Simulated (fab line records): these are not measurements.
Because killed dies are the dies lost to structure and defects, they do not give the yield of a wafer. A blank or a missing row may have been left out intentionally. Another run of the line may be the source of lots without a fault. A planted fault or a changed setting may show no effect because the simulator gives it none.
Problem report in the 8D (eight disciplines) form, filled by code ; flow n5 finfet ; the parts of the form that need people (team, actions taken, sign-off) are left out

== 1. PROBLEM STATEMENT ==
Wafers without a fault read 124.4 s, standard deviation 0.48; run length s at N5_MOL_CONTACT_COAG_ETCH_91 reads a mean of 165.8 s on 2 wafers belonging to 2 lots. That is +86 standard deviations from the usual mean.
The step: etches SOC in N2/H2, target depth 60 nm, overetch 21 nm, time 101.2 s.
The first sign was on wafer L610.6 at day 9 09:54, on rie diel-02. The record has a number at this step for 24 wafers belonging to 9 lots. Rule for "out", or "out of limits": more than 4 standard deviations from the usual mean. All remaining wafers that have a number are taken as sound.

== 2. WHAT IT IS, WHAT IT ISN'T ==
question;is;is not
which readings at this step;run length s;chamber pressure mTorr, drypump motor current A, rf vpp V, showerhead plenum p Torr, throttle valve pct
which lots;L610, L612;L595, L597, L600, L604, L607, L614, L618
which wafers of those lots;L610.6, L612.6;L610.1, L612.5
read on which tools;rie diel-02;rie diel-05, rie diel-06
when;from day 9 09:54;"up to then (15 sound wafers); but 7 sound wafers of L612, L614, L618 came after"

== 3. THE SUSPECTS, EACH WITH WHAT RULES IT OUT ==
Counting: any tool at a process step up to the reading remains a suspect provided it ran every lot that is out. Sound lots after the first of them don't rule it out here, since some wafers of a struck lot are sound.
- rie diel-02 at N5_MOL_CONTACT_COAG_ETCH_91 (etches SOC in N2/H2, target depth 60 nm, overetch 21 nm, time 101.2 s): kept. It processed each lot that is out (first: L610, day 9 09:54); up to then, its last sound lot is L607 (day 8 15:26). On those wafers its own readings are out: run length s.
Left after counting: rie diel-02 at N5_MOL_CONTACT_COAG_ETCH_91.

== 4. THE CAUSE (what the simulator had put in) ==
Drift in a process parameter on rie diel-02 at N5_MOL_CONTACT_COAG_ETCH_91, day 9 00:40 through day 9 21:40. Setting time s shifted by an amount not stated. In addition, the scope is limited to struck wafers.
Only this tool survived the counting.

== 5. SEQUENCE OF EFFECTS, ordered by route ==
Each row: a reading whose mean over the struck wafers that have a number lies more than 3 standard deviations from the usual. Readings are gone through only where the record gives a usual standard deviation; hours: the median, over the lots, of the time from a lot's start at the first step in this table giving one to that lot's start at this step; sigmas: the change measured in usual standard deviations.
hours;step;reading;usual;on struck wafers;change;sigmas
0;N5_MOL_CONTACT_COAG_ETCH_91;run length s;124.4 s;165.8;+41.3;+86
Process steps it contains:
- N5_MOL_CONTACT_COAG_ETCH_91: etches SOC in N2/H2, target depth 60 nm, overetch 21 nm, time 101.2 s.
Later steps that measure or inspect, where all struck wafers having a row at the step show a number for every such reading and not one has moved that far: N5_BEOL_M4_RC_MEAS_101.

== 6. HOW IT WOULD HAVE BEEN CAUGHT EARLIER ==
In this record the first reading out of limits was taken at day 9 09:54, 9 hours after the fault began at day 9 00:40.
